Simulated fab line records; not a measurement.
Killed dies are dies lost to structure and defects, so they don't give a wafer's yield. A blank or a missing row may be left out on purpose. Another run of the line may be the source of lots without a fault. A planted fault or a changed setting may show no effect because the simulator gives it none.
The tool behind it: which one? | flow nandHarc | Sampling: 24 lots, 72 wafers, 6 of 1159 route steps

## WHAT THE GAUGES SHOWED, per wafer
NHARC_A_SGD_CUT_OVL_MEAS_10.
lot  | measured     | on         | overlayXNm (nm) | overlayYNm (nm)
L076 | day 14 02:47 | overlay-02 | -0.1 -0.5 0.0   | 0.0 -0.2 -0.3
L075 | day 14 02:37 | overlay-02 | 1.1 1.3 1.2     | 0.6 0.6 1.1
L074 | day 14 02:58 | overlay-02 | 0.6 1.3 0.8     | -1.3 -0.9 -1.2
L077 | day 14 13:11 | overlay-02 | -0.8 -0.2 -0.7  | 1.2 0.7 0.0
L078 | day 14 11:52 | overlay-02 | -0.7 -1.3 -0.9  | -0.1 -0.6 -0.3
L079 | day 14 11:43 | overlay-01 | 0.1 -0.1 -0.3   | 0.5 0.5 0.4
L080 | day 15 01:43 | overlay-02 | 0.5 0.2 0.0     | 0.4 0.2 0.5
L082 | day 15 01:52 | overlay-01 | 0.3 0.7 0.1     | 1.3 1.8 1.9
L081 | day 15 14:19 | overlay-01 | 0.4 -0.3 0.0    | 0.4 -0.5 0.2
L084 | day 16 03:57 | overlay-02 | 0.4 0.4 0.4     | -0.4 -0.8 -0.5
L083 | day 16 04:06 | overlay-02 | 0.0 0.2 0.1     | -1.2 -1.4 -0.8
L085 | day 16 23:59 | overlay-02 | 1.2 1.2 1.0     | 0.6 0.2 1.2
L087 | day 16 23:51 | overlay-02 | -2.6 -2.6 -2.3  | -1.4 -1.4 -1.2
L088 | day 17 01:23 | overlay-02 | -1.3 -1.1 -1.7  | 0.3 0.9 0.8
L086 | day 17 03:19 | overlay-02 | -0.6 -0.2 -0.5  | 0.4 0.4 0.7
L089 | day 17 13:30 | overlay-02 | 1.1 1.6 2.0     | -1.5 -1.6 -1.6
L091 | day 17 16:47 | overlay-02 | 0.3 0.7 0.8     | 2.0 1.7 1.5
L090 | day 17 17:01 | overlay-02 | -0.5 -0.3 -0.4  | -1.2 -0.6 -0.3
L094 | day 18 05:47 | overlay-02 | -0.4 -0.2 0.4   | 0.0 0.5 0.3
L093 | day 18 06:04 | overlay-01 | 0.1 -0.4 0.2    | 0.4 0.2 0.7
L092 | day 18 19:55 | overlay-01 | -2.5 -2.4 -1.7  | -1.8 -1.3 -1.5
L095 | day 19 09:55 | overlay-01 | 1.1 1.3 1.3     | -0.4 0.2 -0.3
L096 | day 19 20:13 | overlay-02 | 0.1 0.3 0.5     | 0.3 0.2 -0.1
L097 | day 19 20:44 | overlay-02 | -0.1 0.0 -0.2   | 0.0 0.0 0.0

## WHICH TOOL RAN EACH LOT (tool, then ch and the chambers of the sampled wafers, then the start)
lot  | NHARC_A_STAIRCASE_ETCH_452                   | NHARC_A_STAIRCASE_HM_DEP_462 | NHARC_A_STAIRCASE_HM_OPEN_463                | NHARC_A_STAIRCASE_STRIP_316                  | NHARC_A_STAIRCASE_CMP_472
L076 | rieDiel-06 ch 0,1,2, day 11 23:01 or earlier | aclDep-03 ch 0, day 11 23:01 | rieDiel-05 ch 0,2,3, day 14 01:41 or earlier | rieDiel-05 ch 0,2,3, day 14 01:41 or earlier | cmp-03 ch 0,2,3, day 14 01:41
L075 | rieDiel-04 ch 0,2,3, day 12 00:18 or earlier | aclDep-02 ch 0, day 12 00:18 | rieDiel-04 ch 0,1,3, day 14 01:24 or earlier | rieDiel-04 ch 0,1,2, day 14 01:24 or earlier | cmp-03 ch 0,2,3, day 14 01:24
L074 | rieDiel-04 ch 0,1, day 12 03:34 or earlier   | aclDep-02 ch 0, day 12 03:34 | rieDiel-06 ch 0,3, day 14 01:46 or earlier   | rieDiel-06 ch 1,2,3, day 14 01:46 or earlier | cmp-02 ch 1,2, day 14 01:46
L077 | rieDiel-06 ch 0,1,3, day 12 09:28 or earlier | aclDep-03 ch 0, day 12 09:28 | rieDiel-05 ch 0,2,3, day 14 12:07 or earlier | rieDiel-05 ch 1,2,3, day 14 12:07 or earlier | cmp-02 ch 1,2,3, day 14 12:07
L078 | rieDiel-04 ch 0,3, day 12 10:23 or earlier   | aclDep-02 ch 0, day 12 10:23 | rieDiel-04 ch 0,1, day 14 10:38 or earlier   | rieDiel-04 ch 1,2, day 14 10:38 or earlier   | cmp-02 ch 0,2,3, day 14 10:38
L079 | rieDiel-05 ch 0,2, day 12 11:56 or earlier   | aclDep-02 ch 0, day 12 11:56 | rieDiel-04 ch 1,3, day 14 10:29 or earlier   | rieDiel-04 ch 0,3, day 14 10:29 or earlier   | cmp-01 ch 0,3, day 14 10:29
L080 | rieDiel-06 ch 0,1, day 13 00:41 or earlier   | aclDep-03 ch 0, day 13 00:41 | rieDiel-06 ch 1,2,3, day 15 00:29 or earlier | rieDiel-06 ch 0,2,3, day 15 00:29 or earlier | cmp-02 ch 1,2, day 15 00:29
L082 | rieDiel-04 ch 0,1,3, day 13 02:14 or earlier | aclDep-01 ch 0, day 13 02:14 | rieDiel-06 ch 1,2, day 15 00:34 or earlier   | rieDiel-06 ch 0,1,3, day 15 00:34 or earlier | cmp-03 ch 0,3, day 15 00:34
L081 | rieDiel-05 ch 0,1, day 13 10:33 or earlier   | aclDep-03 ch 0, day 13 10:33 | rieDiel-04 ch 1,2,3, day 15 13:16 or earlier | rieDiel-04 ch 1,3, day 15 13:16 or earlier   | cmp-03 ch 0,1,2, day 15 13:16
L084 | rieDiel-04 ch 0,1,3, day 14 00:42 or earlier | aclDep-02 ch 0, day 14 00:42 | rieDiel-05 ch 0,1,3, day 16 02:46 or earlier | rieDiel-05 ch 0,1,2, day 16 02:46 or earlier | cmp-03 ch 0,1,2, day 16 02:46
L083 | rieDiel-06 ch 0,2,3, day 14 01:36 or earlier | aclDep-03 ch 0, day 14 01:36 | rieDiel-04 ch 0,1, day 16 02:55 or earlier   | rieDiel-04 ch 0,1,2, day 16 02:55 or earlier | cmp-02 ch 1,2,3, day 16 02:55
L085 | rieDiel-04 ch 0,1,3, day 14 23:01 or earlier | aclDep-03 ch 0, day 14 23:01 | rieDiel-05 ch 0,2, day 16 22:36 or earlier   | rieDiel-05 ch 1,2,3, day 16 22:36 or earlier | cmp-02 ch 0,1,2, day 16 22:36
L087 | rieDiel-04 ch 0,1,2, day 15 00:18 or earlier | aclDep-01 ch 0, day 15 00:18 | rieDiel-06 ch 0,2,3, day 16 22:27 or earlier | rieDiel-06 ch 0,2,3, day 16 22:27 or earlier | cmp-02 ch 0,1,2, day 16 22:27
L088 | rieDiel-05 ch 0,3, day 15 02:04 or earlier   | aclDep-02 ch 0, day 15 02:04 | rieDiel-05 ch 2,3, day 17 00:10 or earlier   | rieDiel-05 ch 1,3, day 17 00:10 or earlier   | cmp-02 ch 2,3, day 17 00:10
L086 | rieDiel-06 ch 0,2,3, day 15 03:58 or earlier | aclDep-03 ch 0, day 15 03:58 | rieDiel-05 ch 1,2, day 17 02:04 or earlier   | rieDiel-05 ch 1,2,3, day 17 02:04 or earlier | cmp-03 ch 1,2,3, day 17 02:04
L089 | rieDiel-04 ch 1,2, day 15 13:07 or earlier   | aclDep-01 ch 0, day 15 13:07 | rieDiel-06 ch 1,2,3, day 17 12:17 or earlier | rieDiel-06 ch 0,1,2, day 17 12:17 or earlier | cmp-01 ch 2,3, day 17 12:17
L091 | rieDiel-04 ch 0,1,2, day 15 16:50 or earlier | aclDep-01 ch 0, day 15 16:50 | rieDiel-04 ch 0,1,3, day 17 15:34 or earlier | rieDiel-04 ch 0,2,3, day 17 15:34 or earlier | cmp-02 ch 1,2,3, day 17 15:34
L090 | rieDiel-04 ch 0,1,3, day 15 16:49 or earlier | aclDep-03 ch 0, day 15 16:49 | rieDiel-06 ch 0,2, day 17 15:49 or earlier   | rieDiel-06 ch 0,3, day 17 15:49 or earlier   | cmp-01 ch 2,3, day 17 15:49
L094 | rieDiel-04 ch 0,1,2, day 16 03:41 or earlier | aclDep-03 ch 0, day 16 03:41 | rieDiel-05 ch 0,1, day 18 04:33 or earlier   | rieDiel-05 ch 0,1,3, day 18 04:33 or earlier | cmp-01 ch 2,3, day 18 04:33
L093 | rieDiel-06 ch 1,2, day 16 04:07 or earlier   | aclDep-02 ch 0, day 16 04:07 | rieDiel-04 ch 0,3, day 18 04:58 or earlier   | rieDiel-04 ch 0,1,2, day 18 04:58 or earlier | cmp-01 ch 0,3, day 18 04:58
L092 | rieDiel-04 ch 0,1,2, day 16 10:07 or earlier | aclDep-01 ch 0, day 16 10:07 | rieDiel-04 ch 0,2,3, day 18 18:36 or earlier | rieDiel-04 ch 0,2,3, day 18 18:36 or earlier | cmp-02 ch 0,1,3, day 18 18:36
L095 | rieDiel-05 ch 1,3, day 16 19:39 or earlier   | aclDep-02 ch 0, day 16 19:39 | rieDiel-05 ch 0,1, day 19 08:42 or earlier   | rieDiel-05 ch 0,2, day 19 08:42 or earlier   | cmp-02 ch 1,2,3, day 19 08:42
L096 | rieDiel-04 ch 1,2, day 17 11:16 or earlier   | aclDep-03 ch 0, day 17 11:16 | rieDiel-04 ch 0,1,2, day 19 19:06 or earlier | rieDiel-04 ch 0,2,3, day 19 19:06 or earlier | cmp-02 ch 1,3, day 19 19:06
L097 | rieDiel-05 ch 0,1,3, day 17 15:25 or earlier | aclDep-03 ch 0, day 17 15:25 | rieDiel-06 ch 2,3, day 19 19:34 or earlier   | rieDiel-06 ch 0,2, day 19 19:34 or earlier   | cmp-01 ch 0,2,3, day 19 19:34
- NHARC_A_STAIRCASE_ETCH_452: etches the open film in CF4/O2, target depth 30 nm, overetch 3 nm, time 16.5 s.
- NHARC_A_STAIRCASE_HM_DEP_462: deposits aC, target thk 800 nm.
- NHARC_A_STAIRCASE_HM_OPEN_463: chemistry O2/COS.
- NHARC_A_STAIRCASE_STRIP_316: strips in O2.
- NHARC_A_STAIRCASE_CMP_472: polishes SiO2.

## WHAT THE TOOLS THEMSELVES READ (means of the sampled wafers that have a number; where no wafer has one, the mark that the record gives instead)
NHARC_A_STAIRCASE_ETCH_452.
lot  | tool       | drypumpMotorCurrentA (A) | oesProductAu (a.u.) | rfVppV (V) | showerheadPlenumPTorr (Torr) | throttleValvePct (%)
L076 | rieDiel-06 | 5.83                     | 1.004               | 196.5      | 1.29                         | 13.405
L075 | rieDiel-04 | 5.59                     | 0.997               | 197.7      | 1.30                         | 13.395
L074 | rieDiel-04 | 5.93                     | 0.984               | 197.8      | 1.34                         | 13.396
L077 | rieDiel-06 | 5.74                     | 0.993               | 198.0      | 1.33                         | 13.409
L078 | rieDiel-04 | 5.76                     | 0.993               | 196.7      | 1.29                         | 13.401
L079 | rieDiel-05 | 5.68                     | 0.995               | 198.5      | 1.36                         | 13.388
L080 | rieDiel-06 | 5.87                     | 0.999               | 197.0      | 1.31                         | 13.390
L082 | rieDiel-04 | 5.68                     | 0.987               | 196.8      | 1.34                         | 13.396
L081 | rieDiel-05 | 5.55                     | 0.991               | 196.7      | 1.29                         | 13.399
L084 | rieDiel-04 | 5.67                     | 1.003               | 197.8      | 1.34                         | 13.394
L083 | rieDiel-06 | 5.74                     | 0.988               | 196.8      | 1.31                         | 13.397
L085 | rieDiel-04 | 5.66                     | 1.009               | 197.9      | 1.33                         | 13.398
L087 | rieDiel-04 | 5.76                     | 1.009               | 198.1      | 1.34                         | 13.398
L088 | rieDiel-05 | 5.56                     | 0.987               | 197.8      | 1.32                         | 13.392
L086 | rieDiel-06 | 5.72                     | 0.995               | 198.3      | 1.31                         | 13.401
L089 | rieDiel-04 | 5.59                     | 0.994               | 198.7      | 1.35                         | 13.405
L091 | rieDiel-04 | 5.75                     | 1.004               | 198.2      | 1.34                         | 13.398
L090 | rieDiel-04 | 5.67                     | 1.013               | 198.0      | 1.33                         | 13.385
L094 | rieDiel-04 | 5.76                     | 1.011               | 197.7      | 1.34                         | 13.400
L093 | rieDiel-06 | 6.06                     | 0.998               | 198.1      | 1.31                         | 13.394
L092 | rieDiel-04 | 5.77                     | 0.999               | 197.7      | 1.34                         | 13.402
L095 | rieDiel-05 | 5.41                     | 1.001               | 198.6      | 1.35                         | 13.385
L096 | rieDiel-04 | 5.69                     | 1.000               | 198.4      | 1.38                         | 13.402
L097 | rieDiel-05 | 5.48                     | 1.001               | 197.2      | 1.33                         | 13.402

NHARC_A_STAIRCASE_HM_DEP_462.
lot  | tool      | throttleValvePct (%)
L076 | aclDep-03 | 35.004
L075 | aclDep-02 | 35.000
L074 | aclDep-02 | 35.009
L077 | aclDep-03 | 35.001
L078 | aclDep-02 | 35.007
L079 | aclDep-02 | 35.007
L080 | aclDep-03 | 35.003
L082 | aclDep-01 | 35.011
L081 | aclDep-03 | 34.995
L084 | aclDep-02 | 35.001
L083 | aclDep-03 | 34.996
L085 | aclDep-03 | 35.006
L087 | aclDep-01 | 34.997
L088 | aclDep-02 | 34.996
L086 | aclDep-03 | 34.996
L089 | aclDep-01 | 35.004
L091 | aclDep-01 | 34.990
L090 | aclDep-03 | 35.009
L094 | aclDep-03 | 34.996
L093 | aclDep-02 | 34.991
L092 | aclDep-01 | 34.989
L095 | aclDep-02 | 35.003
L096 | aclDep-03 | 34.996
L097 | aclDep-03 | 35.006

NHARC_A_STAIRCASE_HM_OPEN_463.
lot  | tool       | drypumpMotorCurrentA (A) | oesProductAu (a.u.) | rfVppV (V) | showerheadPlenumPTorr (Torr) | throttleValvePct (%)
L076 | rieDiel-05 | 5.59                     | 0.987               | 470        | 3.21                         | 28.331
L075 | rieDiel-04 | 5.68                     | 0.991               | 467        | 3.13                         | 28.326
L074 | rieDiel-06 | 5.63                     | 0.986               | 467        | 3.15                         | 28.325
L077 | rieDiel-05 | 5.58                     | 0.994               | 468        | 3.20                         | 28.318
L078 | rieDiel-04 | 5.93                     | 0.992               | 468        | 3.14                         | 28.329
L079 | rieDiel-04 | 5.61                     | 1.001               | 469        | 3.23                         | 28.322
L080 | rieDiel-06 | 5.96                     | 0.991               | 467        | 3.13                         | 28.322
L082 | rieDiel-06 | 6.08                     | 0.987               | 467        | 3.09                         | 28.337
L081 | rieDiel-04 | 5.52                     | 0.998               | 467        | 3.13                         | 28.331
L084 | rieDiel-05 | 5.50                     | 1.002               | 467        | 3.13                         | 28.321
L083 | rieDiel-04 | 5.93                     | 1.013               | 468        | 3.13                         | 28.331
L085 | rieDiel-05 | 5.70                     | 1.002               | 468        | 3.17                         | 28.328
L087 | rieDiel-06 | 5.74                     | 0.986               | 466        | 3.05                         | 28.336
L088 | rieDiel-05 | 5.62                     | 1.003               | 472        | 3.29                         | 28.325
L086 | rieDiel-05 | 5.63                     | 1.006               | 468        | 3.20                         | 28.329
L089 | rieDiel-06 | 5.97                     | 0.985               | 468        | 3.12                         | 28.331
L091 | rieDiel-04 | 5.69                     | 1.010               | 466        | 3.11                         | 28.325
L090 | rieDiel-06 | 5.86                     | 0.998               | 465        | 2.96                         | 28.333
L094 | rieDiel-05 | 5.49                     | 0.997               | 466        | 3.03                         | 28.333
L093 | rieDiel-04 | 5.49                     | 1.013               | 464        | 2.99                         | 28.328
L092 | rieDiel-04 | 5.60                     | 0.996               | 465        | 3.02                         | 28.333
L095 | rieDiel-05 | 5.49                     | 0.988               | 465        | 3.03                         | 28.332
L096 | rieDiel-04 | 5.78                     | 1.002               | 467        | 3.13                         | 28.321
L097 | rieDiel-06 | 5.94                     | 0.990               | 467        | 3.07                         | 28.330

NHARC_A_STAIRCASE_STRIP_316.
lot  | tool       | drypumpMotorCurrentA (A) | oesProductAu (a.u.) | rfVppV (V) | showerheadPlenumPTorr (Torr) | throttleValvePct (%)
L076 | rieDiel-05 | 5.59                     | 0.989               | 57.3       | 3.62                         | 17.039
L075 | rieDiel-04 | 5.78                     | 0.982               | 57.1       | 3.56                         | 17.036
L074 | rieDiel-06 | 5.98                     | 0.991               | 57.9       | 3.54                         | 17.030
L077 | rieDiel-05 | 5.53                     | 1.010               | 58.4       | 3.66                         | 17.043
L078 | rieDiel-04 | 5.70                     | 0.994               | 57.6       | 3.68                         | 17.040
L079 | rieDiel-04 | 5.77                     | 0.991               | 58.5       | 3.42                         | 17.039
L080 | rieDiel-06 | 5.75                     | 0.985               | 56.9       | 3.46                         | 17.031
L082 | rieDiel-06 | 5.77                     | 0.988               | 58.3       | 3.51                         | 17.035
L081 | rieDiel-04 | 5.42                     | 1.002               | 58.3       | 3.51                         | 17.041
L084 | rieDiel-05 | 5.60                     | 1.004               | 57.9       | 3.51                         | 17.034
L083 | rieDiel-04 | 5.76                     | 0.998               | 58.7       | 3.55                         | 17.028
L085 | rieDiel-05 | 5.52                     | 1.006               | 57.8       | 3.65                         | 17.033
L087 | rieDiel-06 | 5.74                     | 0.991               | 57.2       | 3.45                         | 17.036
L088 | rieDiel-05 | 5.43                     | 1.007               | 58.2       | 3.68                         | 17.032
L086 | rieDiel-05 | 5.53                     | 1.010               | 58.5       | 3.65                         | 17.043
L089 | rieDiel-06 | 5.85                     | 0.996               | 56.7       | 3.39                         | 17.035
L091 | rieDiel-04 | 5.60                     | 0.996               | 57.3       | 3.41                         | 17.040
L090 | rieDiel-06 | 5.63                     | 0.992               | 57.9       | 3.55                         | 17.039
L094 | rieDiel-05 | 5.49                     | 1.007               | 57.7       | 3.53                         | 17.037
L093 | rieDiel-04 | 5.79                     | 1.010               | 57.7       | 3.54                         | 17.037
L092 | rieDiel-04 | 5.60                     | 0.998               | 57.2       | 3.41                         | 17.037
L095 | rieDiel-05 | 5.69                     | 0.997               | 57.1       | 3.58                         | 17.043
L096 | rieDiel-04 | 5.59                     | 0.999               | 58.6       | 3.41                         | 17.033
L097 | rieDiel-06 | 5.85                     | 0.990               | 56.9       | 3.34                         | 17.041

NHARC_A_STAIRCASE_CMP_472.
lot  | tool   | motorCurrentA (A) | padLifeWafers
L076 | cmp-03 | 13.7              | 344
L075 | cmp-03 | 13.1              | 337
L074 | cmp-02 | 11.6              | 222
L077 | cmp-02 | 12.4              | 266
L078 | cmp-02 | 12.7              | 260
L079 | cmp-01 | 12.6              | 210
L080 | cmp-02 | 12.1              | 354
L082 | cmp-03 | 11.8              | 518
L081 | cmp-03 | 12.8              | 590
L084 | cmp-03 | 12.6              | 26
L083 | cmp-02 | 12.7              | 507
L085 | cmp-02 | 12.0              | 44
L087 | cmp-02 | 12.4              | 37
L088 | cmp-02 | 12.9              | 60
L086 | cmp-03 | 12.2              | 152
L089 | cmp-01 | 11.1              | 80
L091 | cmp-02 | 12.4              | 139
L090 | cmp-01 | 11.4              | 102
L094 | cmp-01 | 11.0              | 194
L093 | cmp-01 | 11.8              | 198
L092 | cmp-02 | 12.2              | 314
L095 | cmp-02 | 12.2              | 410
L096 | cmp-02 | 12.2              | 457
L097 | cmp-01 | 11.8              | 446

## THE ANSWER, worked out from the rows above alone
Rule: what is usual is taken from the lots themselves. The widest of any qualifying gaps counts: lots, ordered by their means at a reading, are off when they make up no more than a third of the lots, leave a main group of 4 or more, and stand apart from it by 3 or more times the standard deviation of that group's means. If all means in a main group match to the digits the tables above print for the reading, that group is not used. A lot without any number at a reading at which 4 lots or more have one is off too. All remaining lots with rows at the step are treated as sound. After the gauges, taken in route order, come the tools' own readings; for these a lot's mean is taken, as printed above. At the first step where some lot is off, the reading lying furthest off is the one used; lots without a number count as furthest.
Nothing can be told from this: no lot is off at any reading shown.

## WHAT THE SIMULATOR HAD INSERTED
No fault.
